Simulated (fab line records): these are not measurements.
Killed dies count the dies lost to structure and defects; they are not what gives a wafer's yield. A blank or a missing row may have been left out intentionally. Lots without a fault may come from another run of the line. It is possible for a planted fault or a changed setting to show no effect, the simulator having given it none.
Split-lot trial / flow n5Finfet / on a route of 1938 steps: 7 lots, 21 wafers read

== THE SPLIT ==
At N5_BEOL_M12_EXPOSE_07 (exposes mask V11), the setting doseMj was moved away from the recipe's 32.5 on 6 of the 21 wafers read, by -6.3% to +6.1%. This setting was run at the recipe's value on the other wafers.

== FROM THE SPLIT TO THE READING: what the file shows between them, 3 steps ==
- N5_BEOL_M12_PEB_08: peb time 90 s
- N5_BEOL_M12_DEVELOP_09: develop time 45 s
- N5_BEOL_M12_HARDBAKE_14: time 120 s

== THE READING ==
Shown in nm: cdNm at N5_BEOL_M12_CD_MEAS_10, with target cd 140 nm. Fault-free wafers of this fab line usually give 139.9 nm, standard deviation 1.9 nm.

wafer=L081.1; tool, chamber at the split=krfScanner-01, 0; doseMj as run=32.5; against the recipe=recipe; cdNm, nm=142.3; against lot-mates on the recipe=-
wafer=L081.2; tool, chamber at the split=krfScanner-01, 0; doseMj as run=30.66; against the recipe=-5.7%; cdNm, nm=136.0; against lot-mates on the recipe=-6.2
wafer=L081.3; tool, chamber at the split=krfScanner-01, 0; doseMj as run=32.5; against the recipe=recipe; cdNm, nm=142.2; against lot-mates on the recipe=-
wafer=L083.2; tool, chamber at the split=krfScanner-02, 0; doseMj as run=32.5; against the recipe=recipe; cdNm, nm=140.8; against lot-mates on the recipe=-
wafer=L083.3; tool, chamber at the split=krfScanner-02, 0; doseMj as run=30.46; against the recipe=-6.3%; cdNm, nm=134.7; against lot-mates on the recipe=-4.9
wafer=L083.4; tool, chamber at the split=krfScanner-02, 0; doseMj as run=32.5; against the recipe=recipe; cdNm, nm=138.3; against lot-mates on the recipe=-
wafer=L087.1; tool, chamber at the split=krfScanner-01, 0; doseMj as run=32.5; against the recipe=recipe; cdNm, nm=136.7; against lot-mates on the recipe=-
wafer=L087.2; tool, chamber at the split=krfScanner-01, 0; doseMj as run=32.5; against the recipe=recipe; cdNm, nm=139.4; against lot-mates on the recipe=-
wafer=L087.4; tool, chamber at the split=krfScanner-01, 0; doseMj as run=32.5; against the recipe=recipe; cdNm, nm=141.9; against lot-mates on the recipe=-
wafer=L091.1; tool, chamber at the split=krfScanner-01, 0; doseMj as run=32.5; against the recipe=recipe; cdNm, nm=140.3; against lot-mates on the recipe=-
wafer=L091.2; tool, chamber at the split=krfScanner-01, 0; doseMj as run=32.5; against the recipe=recipe; cdNm, nm=141.6; against lot-mates on the recipe=-
wafer=L091.5; tool, chamber at the split=krfScanner-01, 0; doseMj as run=32.5; against the recipe=recipe; cdNm, nm=140.4; against lot-mates on the recipe=-
wafer=L094.1; tool, chamber at the split=krfScanner-01, 0; doseMj as run=32.5; against the recipe=recipe; cdNm, nm=138.7; against lot-mates on the recipe=-
wafer=L094.2; tool, chamber at the split=krfScanner-01, 0; doseMj as run=32.5; against the recipe=recipe; cdNm, nm=140.3; against lot-mates on the recipe=-
wafer=L094.4; tool, chamber at the split=krfScanner-01, 0; doseMj as run=32.5; against the recipe=recipe; cdNm, nm=141.2; against lot-mates on the recipe=-
wafer=L093.2; tool, chamber at the split=krfScanner-02, 0; doseMj as run=32.5; against the recipe=recipe; cdNm, nm=135.2; against lot-mates on the recipe=-
wafer=L093.3; tool, chamber at the split=krfScanner-02, 0; doseMj as run=34.49; against the recipe=+6.1%; cdNm, nm=142.6; against lot-mates on the recipe=+7.4
wafer=L093.4; tool, chamber at the split=krfScanner-02, 0; doseMj as run=34.49; against the recipe=+6.1%; cdNm, nm=145.1; against lot-mates on the recipe=+9.9
wafer=L096.1; tool, chamber at the split=krfScanner-02, 0; doseMj as run=30.77; against the recipe=-5.3%; cdNm, nm=136.0; against lot-mates on the recipe=-7.5
wafer=L096.2; tool, chamber at the split=krfScanner-02, 0; doseMj as run=32.5; against the recipe=recipe; cdNm, nm=143.5; against lot-mates on the recipe=-
wafer=L096.3; tool, chamber at the split=krfScanner-02, 0; doseMj as run=30.77; against the recipe=-5.3%; cdNm, nm=133.6; against lot-mates on the recipe=-9.9

FIT RESULTS
A straight line over all 21 wafers: cdNm changes by +0.777 nm for each +1% of doseMj; r = +0.77; the points scatter about the line by 2.1 nm.
The same after taking each lot's own level away (the mean of its wafers on the recipe; 21 wafers): +1.31 nm for each +1%; r = +0.94; scatter 1.6 nm.
That fit puts the effect of the largest move of doseMj on the reading at 8.2 nm.
Measured against the standard deviation above, the lots' own levels, which go from 135.20 to 143.50 nm, span 4.4 times it.
So the lot-to-lot level blurs the effect unless lot-mates are compared.
Check: for one of the wafers moved furthest among these (-6.3%), held out of the fit, the line's prediction against its lot-mates is -8.99 nm. Against them it came out at -4.85 nm.

== THE OTHER SPLITS THESE WAFERS WENT THROUGH ==
Before the reading, these wafers also passed through other splits. Each is held against what the fit with the lots' levels taken away leaves over:
other split on the same wafers=N5_BEOL_M11_EXPOSE_25 doseMj; wafers away from the commonest value=7; r with cdNm (lot level and that fit taken away)=+0.24
other split on the same wafers=N5_BEOL_M11_VIA_ETCH_34 timeS; wafers away from the commonest value=4; r with cdNm (lot level and that fit taken away)=+0.21

== THE FILE'S OWN FIT ==
cdNm changes by +1.2 nm for each +1% of doseMj, r = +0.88.
